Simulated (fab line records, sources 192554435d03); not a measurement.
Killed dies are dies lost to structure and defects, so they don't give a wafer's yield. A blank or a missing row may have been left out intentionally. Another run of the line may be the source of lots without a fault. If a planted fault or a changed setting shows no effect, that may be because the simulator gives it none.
Matching of chambers || flow n5 finfet || N5_SDB_CMP_30 on cmp-01: 4 sister chambers
The step polishes, stops on poly-Si, t overpolish 1.54 s, target thk 30 nm. 14 wafers are shown with their chamber, then 7 later ones without.

## WAFERS WITH THEIR CHAMBER
{"wafer": "L074.4", "chamber": 1, "motor current A (A)": 13.2, "time to endpoint s (s)": 15.6, "overpolish run s (s)": 1.540}
{"wafer": "L074.5", "chamber": 0, "motor current A (A)": 11.3, "time to endpoint s (s)": 13.7, "overpolish run s (s)": 1.551}
{"wafer": "L074.6", "chamber": 3, "motor current A (A)": 12.7, "time to endpoint s (s)": 19.5, "overpolish run s (s)": 1.547}
{"wafer": "L075.3", "chamber": 3, "motor current A (A)": 12.7, "time to endpoint s (s)": 16.8, "overpolish run s (s)": 1.530}
{"wafer": "L075.4", "chamber": 2, "motor current A (A)": 11.3, "time to endpoint s (s)": 16.8, "overpolish run s (s)": 1.538}
{"wafer": "L075.5", "chamber": 1, "motor current A (A)": 14.3, "time to endpoint s (s)": 15.8, "overpolish run s (s)": 1.551}
{"wafer": "L077.3", "chamber": 3, "motor current A (A)": 13.7, "time to endpoint s (s)": 16.2, "overpolish run s (s)": 1.560}
{"wafer": "L077.4", "chamber": 2, "motor current A (A)": 11.5, "time to endpoint s (s)": 17.6, "overpolish run s (s)": 1.546}
{"wafer": "L077.5", "chamber": 2, "motor current A (A)": 11.4, "time to endpoint s (s)": 18.1, "overpolish run s (s)": 1.538}
{"wafer": "L087.1", "chamber": 2, "motor current A (A)": 11.4, "time to endpoint s (s)": 16.4, "overpolish run s (s)": 1.536}
{"wafer": "L087.5", "chamber": 1, "motor current A (A)": 12.9, "time to endpoint s (s)": 13.7, "overpolish run s (s)": 1.536}
{"wafer": "L087.6", "chamber": 2, "motor current A (A)": 12.0, "time to endpoint s (s)": 18.3, "overpolish run s (s)": 1.535}
{"wafer": "L090.1", "chamber": 1, "motor current A (A)": 13.4, "time to endpoint s (s)": 15.7, "overpolish run s (s)": 1.531}
{"wafer": "L090.4", "chamber": 2, "motor current A (A)": 11.5, "time to endpoint s (s)": 19.8, "overpolish run s (s)": 1.529}

SIGNATURES (means of the wafers above)
{"reading": "motor current A", "chamber 0": 11.300, "chamber 1": 13.450, "chamber 2": 11.517, "chamber 3": 13.033, "scatter within a chamber": 0.454}
{"reading": "time to endpoint s", "chamber 0": 13.700, "chamber 1": 15.200, "chamber 2": 17.833, "chamber 3": 17.500, "scatter within a chamber": 1.29}
{"reading": "overpolish run s", "chamber 0": 1.55100, "chamber 1": 1.53950, "chamber 2": 1.53700, "chamber 3": 1.54567, "scatter within a chamber": 0.00906}
Rule: a wafer's distance from a chamber is the root of the sum, over the readings, of the square of ((its reading less the chamber's mean) divided by the reading's scatter). The wafer belongs to the nearest chamber; if the next one is less than 2 further off, it can't be placed. How the scatter is found: for the shown wafers, subtract from each reading the mean of its chamber, square and add these, divide the total by (wafers less chambers), then take the root.

## WAFERS WITH NO CHAMBER GIVEN
{"wafer": "L090.5", "motor current A (A)": 13.4, "time to endpoint s (s)": 18.8, "overpolish run s (s)": 1.536}
{"wafer": "L094.3", "motor current A (A)": 13.1, "time to endpoint s (s)": 16.3, "overpolish run s (s)": 1.542}
{"wafer": "L094.4", "motor current A (A)": 13.8, "time to endpoint s (s)": 14.6, "overpolish run s (s)": 1.540}
{"wafer": "L094.6", "motor current A (A)": 11.5, "time to endpoint s (s)": 12.1, "overpolish run s (s)": 1.548}
{"wafer": "L096.1", "motor current A (A)": 11.4, "time to endpoint s (s)": 8.1, "overpolish run s (s)": 1.547}
{"wafer": "L096.2", "motor current A (A)": 11.8, "time to endpoint s (s)": 16.9, "overpolish run s (s)": 1.552}
{"wafer": "L096.4", "motor current A (A)": 13.1, "time to endpoint s (s)": 14.2, "overpolish run s (s)": 1.552}

## THE CHAMBER EACH PASSED THROUGH
{"wafer": "L090.5", "from the rows above": "can't be placed: 3 or 1", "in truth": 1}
{"wafer": "L094.3", "from the rows above": "can't be placed: 3 or 1", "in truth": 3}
{"wafer": "L094.4", "from the rows above": "can't be placed: 1 or 3", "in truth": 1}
{"wafer": "L094.6", "from the rows above": 0, "in truth": 0}
{"wafer": "L096.1", "from the rows above": 0, "in truth": 0}
{"wafer": "L096.2", "from the rows above": "can't be placed: 2 or 0 or 3", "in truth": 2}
{"wafer": "L096.4", "from the rows above": "can't be placed: 1 or 3", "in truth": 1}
2 of 7 placed correctly. Unplaceable from these rows: 5, with the true chamber sitting among the candidates in 5. 0 placed wrongly.
